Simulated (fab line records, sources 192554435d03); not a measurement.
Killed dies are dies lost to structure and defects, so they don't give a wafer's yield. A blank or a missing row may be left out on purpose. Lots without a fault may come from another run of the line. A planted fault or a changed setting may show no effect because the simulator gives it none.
Which tool did it? | flow n5_finfet | 8 lots, 24 wafers sampled, at 5 steps of a route of 1938

WHAT THE GAUGES READ, wafer by wafer
N5_BEOL_M4_RC_MEAS_101. Usual: DIBL_N 36.4 mV/V, standard deviation 1.6; DIBL_P 35.9 mV/V, standard deviation 2; IOFF_N 0.152 nA/um, standard deviation 0.03; IOFF_P 0.20 nA/um, standard deviation 0.032; ION_N 670 uA/um, standard deviation 12; ION_P 459 uA/um, standard deviation 7.3; SS_N 71.6 mV/dec, standard deviation 0.55; SS_P 73.2 mV/dec, standard deviation 0.69; VT_N 251 mV, standard deviation 3.5; VT_P -252 mV, standard deviation 3.2.
lot  | measured     | on        | DIBL_N (mV/V)  | DIBL_P (mV/V)  | IOFF_N (nA/um)    | IOFF_P (nA/um) | ION_N (uA/um) | ION_P (uA/um) | SS_N (mV/dec)  | SS_P (mV/dec)  | VT_N (mV)   | VT_P (mV)      | flag
L945 | day 9 05:32  | prober-01 | 37.2 35.7 34.9 | 37.4 35.0 35.2 | 0.177 0.148 0.142 | 0.22 0.19 0.18 | 688 679 678   | 468 459 460   | 72.4 71.9 71.8 | 73.6 72.8 72.6 | 247 251 251 | -248 -252 -250 |
L946 | day 9 10:07  | prober-01 | 35.9 37.1 36.8 | 36.7 38.8 38.9 | 0.156 0.180 0.170 | 0.19 0.23 0.22 | 681 682 681   | 459 464 464   | 71.3 71.5 71.7 | 72.8 74.0 73.8 | 250 247 249 | -255 -248 -250 |
L955 | day 11 20:49 | prober-02 | 38.0 35.8 35.5 | 39.1 35.4 34.2 | 0.190 0.144 0.139 | 0.26 0.18 0.17 | 674 662 668   | 460 455 455   | 71.9 71.7 71.2 | 73.9 73.1 73.3 | 249 249 253 | -248 -255 -255 |
L956 | day 12 04:01 | prober-02 | 36.4 35.1 34.6 | 33.2 32.5 32.4 | 0.152 0.121 0.122 | 0.16 0.15 0.15 | 665 662 655   | 445 451 445   | 71.5 71.3 70.8 | 72.6 71.9 72.6 | 252 255 255 | -254 -254 -255 |
L958 | day 12 19:14 | prober-01 | 35.1 36.5 36.9 | 34.8 37.0 36.8 | 0.137 0.164 0.167 | 0.18 0.22 0.22 | 665 690 677   | 457 466 467   | 71.3 71.9 72.7 | 72.7 71.8 73.3 | 253 248 251 | -251 -249 -251 |
L957 | day 12 19:39 | prober-02 | 35.8 36.6 38.1 | 36.0 36.2 37.4 | 0.133 0.144 0.160 | 0.21 0.22 0.24 | 670 676 679   | 467 464 466   | 71.9 72.5 71.7 | 73.4 73.8 74.0 | 252 250 253 | -248 -248 -248 |
L959 | day 12 22:43 | prober-02 | 34.8 37.4 33.3 | 35.7 36.9 33.8 | 0.120 0.139 0.092 | 0.18 0.20 0.16 | 656 639 638   | 458 444 453   | 71.3 72.3 70.8 | 73.2 73.4 72.5 | 255 260 262 | -254 -253 -253 |
L962 | day 13 16:52 | prober-01 | 35.5 37.1 37.3 | 34.9 37.8 36.7 | 0.136 0.177 0.158 | 0.17 0.21 0.20 | 653 669 661   | 444 451 451   | 71.0 71.6 71.6 | 72.5 73.4 72.5 | 253 249 251 | -254 -251 -252 |

N5_BEOL_M7_OCD_MEAS_38. Usual: trench_depth_nm 93.6 nm, standard deviation 1.6.
lot  | measured     | on     | trench_depth_nm (nm) | flag
L945 | day 10 07:41 | ocd-01 | 0.1 0 0.3            | OFF
L946 | day 10 11:26 | ocd-02 | 0 0.3 0.7            | OFF
L955 | day 12 21:00 | ocd-02 | 94.5 95.1 94.2       |
L956 | day 13 04:19 | ocd-02 | 93.2 94.7 93.9       |
L958 | day 13 19:37 | ocd-01 | 89.9 95.0 94.2       |
L957 | day 13 19:24 | ocd-01 | 94.1 95.5 94.7       |
L959 | day 14 05:58 | ocd-02 | 95.0 94.6 92.9       |
L962 | day 14 21:08 | ocd-01 | 92.4 93.7 93.5       |

WHICH TOOL RAN EACH LOT (tool, then ch and the chambers of the sampled wafers, then the start)
lot  | N5_BEOL_M7_ETCH_61                 | N5_BEOL_M7_ETCH_62                 | N5_BEOL_M7_TRENCH_ETCH_37
L945 | rie_diel-06 ch 1,2,3, day 10 04:52 | rie_diel-06 ch 1,2,3, day 10 04:55 | rie_diel-05 ch 0,3, day 10 07:31
L946 | rie_diel-02 ch 1,2,3, day 10 09:56 | rie_diel-02 ch 1,2,3, day 10 09:59 | rie_diel-02 ch 1,2,3, day 10 11:17
L955 | rie_diel-06 ch 0,1,3, day 12 19:22 | rie_diel-06 ch 0,1,3, day 12 19:26 | rie_diel-05 ch 0,2, day 12 20:50
L956 | rie_diel-05 ch 0,1, day 13 01:23   | rie_diel-05 ch 0,1, day 13 01:27   | rie_diel-02 ch 1,2,3, day 13 04:10
L958 | rie_diel-06 ch 1,3, day 13 17:51   | rie_diel-06 ch 1,3, day 13 17:54   | rie_diel-06 ch 0,1,3, day 13 19:25
L957 | rie_diel-02 ch 0,1,2, day 13 17:33 | rie_diel-02 ch 0,1,2, day 13 17:37 | rie_diel-02 ch 0,3, day 13 19:14
L959 | rie_diel-05 ch 1,2, day 13 23:52   | rie_diel-05 ch 1,2, day 13 23:55   | rie_diel-02 ch 0,1,2, day 14 05:48
L962 | rie_diel-06 ch 0,2,3, day 14 18:47 | rie_diel-06 ch 0,2,3, day 14 18:50 | rie_diel-02 ch 0,2, day 14 20:59
- N5_BEOL_M7_ETCH_61: etches SiARC in CF4, target depth 45.5 nm, time 75.8 s.
- N5_BEOL_M7_ETCH_62: etches SOC in N2/H2, target depth 110 nm, overetch 22 nm, time 165 s.
- N5_BEOL_M7_TRENCH_ETCH_37: etches SiCOH lowk in C4F6/O2, target depth 93.478 nm, time 31.2 s.

WHAT THE TOOLS THEMSELVES READ (means of the sampled wafers that have a number; where no wafer has one, the mark that the record gives instead)
N5_BEOL_M7_ETCH_61. Usual: bias_w 35.99 W, standard deviation 0.098; cf4_flow_sccm 100.02 sccm, standard deviation 0.28; chamber_pressure_mTorr 40.00 mTorr, standard deviation 0.038; drypump_motor_current_A 5.7 A, standard deviation 0.4; etch_rf_on_time_s 74.8 s, standard deviation 1.3; oes_product_au 0.70 a.u., standard deviation 0.087; rf_vpp_V 184.2 V, standard deviation 1.1; showerhead_plenum_p_Torr 2.15 Torr, standard deviation 0.067; throttle_valve_pct 15.58 %, standard deviation 0.2.
lot  | tool        | bias_w (W) | cf4_flow_sccm (sccm) | chamber_pressure_mTorr (mTorr) | drypump_motor_current_A (A) | etch_rf_on_time_s (s) | oes_product_au (a.u.) | rf_vpp_V (V) | showerhead_plenum_p_Torr (Torr) | throttle_valve_pct (%) | flag
L945 | rie_diel-06 | 35.99      | 100.01               | 40.00                          | 5.8                         | 75.3                  | 0.72                  | 184.7        | 2.17                            | 15.59                  |
L946 | rie_diel-02 | 36.02      | 99.94                | 40.05                          | 5.7                         | 74.6                  | 0.72                  | 185.4        | 2.19                            | 15.61                  |
L955 | rie_diel-06 | 35.95      | 99.96                | 40.02                          | 5.5                         | 74.9                  | 0.71                  | 184.0        | 2.13                            | 15.61                  |
L956 | rie_diel-05 | 36.05      | 100.27               | 40.00                          | 5.3                         | 73.1                  | 0.76                  | 184.5        | 2.20                            | 15.50                  |
L958 | rie_diel-06 | 36.09      | 99.99                | 39.98                          | 5.8                         | 73.2                  | 0.74                  | 184.6        | 2.15                            | 15.44                  |
L957 | rie_diel-02 | 35.95      | 100.28               | 40.04                          | 6.0                         | 74.1                  | 0.71                  | 184.1        | 2.18                            | 15.65                  |
L959 | rie_diel-05 | 36.05      | 100.28               | 39.97                          | 5.7                         | 74.3                  | 0.64                  | 184.5        | 2.15                            | 15.51                  |
L962 | rie_diel-06 | 36.04      | 99.88                | 40.01                          | 5.5                         | 75.3                  | 0.73                  | 183.5        | 2.14                            | 15.65                  |

N5_BEOL_M7_ETCH_62. Usual: bias_w 150.1 W, standard deviation 0.44; chamber_pressure_mTorr 30.000 mTorr, standard deviation 0.026; drypump_motor_current_A 5.7 A, standard deviation 0.4; oes_product_au 0.69 a.u., standard deviation 0.082; rf_vpp_V 524.1 V, standard deviation 2.6; showerhead_plenum_p_Torr 2.55 Torr, standard deviation 0.091; throttle_valve_pct 17.74 %, standard deviation 0.25.
lot  | tool        | bias_w (W) | chamber_pressure_mTorr (mTorr) | drypump_motor_current_A (A) | oes_product_au (a.u.) | rf_vpp_V (V) | showerhead_plenum_p_Torr (Torr) | throttle_valve_pct (%) | flag
L945 | rie_diel-06 | 149.9      | 30.007                         | 5.7                         | 0.72                  | 524.3        | 2.56                            | 17.66                  |
L946 | rie_diel-02 | 150.0      | 29.992                         | 5.7                         | 0.71                  | 525.9        | 2.59                            | 17.82                  |
L955 | rie_diel-06 | 149.8      | 29.997                         | 5.5                         | 0.70                  | 523.4        | 2.52                            | 17.70                  |
L956 | rie_diel-05 | 150.1      | 30.003                         | 5.3                         | 0.75                  | 525.6        | 2.62                            | 17.79                  |
L958 | rie_diel-06 | 150.1      | 30.017                         | 5.8                         | 0.72                  | 525.2        | 2.53                            | 17.47                  |
L957 | rie_diel-02 | 150.1      | 29.985                         | 6.0                         | 0.70                  | 525.8        | 2.60                            | 17.90                  |
L959 | rie_diel-05 | 150.3      | 29.977                         | 5.7                         | 0.63                  | 525.3        | 2.56                            | 17.73                  |
L962 | rie_diel-06 | 150.0      | 29.965                         | 5.4                         | 0.72                  | 524.0        | 2.53                            | 17.81                  |

N5_BEOL_M7_TRENCH_ETCH_37. Usual: C4F6_flow_sccm 10.007 sccm, standard deviation 0.025; O2_flow_sccm 10.00 sccm, standard deviation 0.031; chamber_pressure_mTorr 29.998 mTorr, standard deviation 0.026; drypump_motor_current_A 5.7 A, standard deviation 0.39; oes_f_703_au 0.81 a.u., standard deviation 0.091; oes_product_au 0.80 a.u., standard deviation 0.098; rf_vpp_V 658 V, standard deviation 13; showerhead_plenum_p_Torr 2.86 Torr, standard deviation 0.1; throttle_valve_pct 20.91 %, standard deviation 0.19.
lot  | tool        | C4F6_flow_sccm (sccm) | O2_flow_sccm (sccm) | chamber_pressure_mTorr (mTorr) | drypump_motor_current_A (A) | oes_f_703_au (a.u.) | oes_product_au (a.u.) | rf_vpp_V (V) | showerhead_plenum_p_Torr (Torr) | throttle_valve_pct (%) | flag
L945 | rie_diel-05 | -                     | -                   | -                              | -                           | -                   | -                     | -            | -                               | -                      | OFF
L946 | rie_diel-02 | -                     | -                   | -                              | -                           | -                   | -                     | -            | -                               | -                      | OFF
L955 | rie_diel-05 | 10.003                | 10.03               | 30.000                         | 5.4                         | 0.82                | 0.82                  | 664          | 2.79                            | 20.88                  |
L956 | rie_diel-02 | 10.022                | 9.99                | 30.017                         | 5.7                         | 0.82                | 0.81                  | 650          | 2.90                            | 20.97                  |
L958 | rie_diel-06 | 10.006                | 10.00               | 30.017                         | 5.5                         | 0.83                | 0.82                  | 664          | 2.81                            | 20.82                  |
L957 | rie_diel-02 | 9.988                 | 10.01               | 30.004                         | 6.2                         | 0.86                | 0.84                  | 645          | 2.89                            | 20.91                  |
L959 | rie_diel-02 | 9.994                 | 9.99                | 30.010                         | 6.0                         | 0.84                | 0.82                  | 653          | 2.90                            | 20.97                  |
L962 | rie_diel-02 | 10.005                | 10.01               | 29.997                         | 6.2                         | 0.90                | 0.87                  | 661          | 2.90                            | 20.90                  |

THE ANSWER, worked out from the rows above alone
Rule: a lot is off if the mean of its wafers that have a number lies more than 3 standard deviations from the usual mean. A lot without any number at a reading at which 4 lots or more have one is off too. The other lots that the step has rows for count as sound. The gauges are gone through in route order, then the tools' own readings, and for those a lot's mean is taken as printed above. The first step at which some lot is off is used, and at that step the reading that is off furthest; a lot without a number counts as furthest.
Off: L945, L946, at N5_BEOL_M7_OCD_MEAS_38 (trench_depth_nm).
A tool fits if, at a process step before that reading, it ran every lot that is off, and no sound lot after the first of them. The gauges at N5_BEOL_M7_OCD_MEAS_38 aren't tried: what is off there is off at N5_BEOL_M7_TRENCH_ETCH_37 too, on other tools, and a gauge's error can't cause that. None of those tried fits.

WHAT THE SIMULATOR HAD PUT IN
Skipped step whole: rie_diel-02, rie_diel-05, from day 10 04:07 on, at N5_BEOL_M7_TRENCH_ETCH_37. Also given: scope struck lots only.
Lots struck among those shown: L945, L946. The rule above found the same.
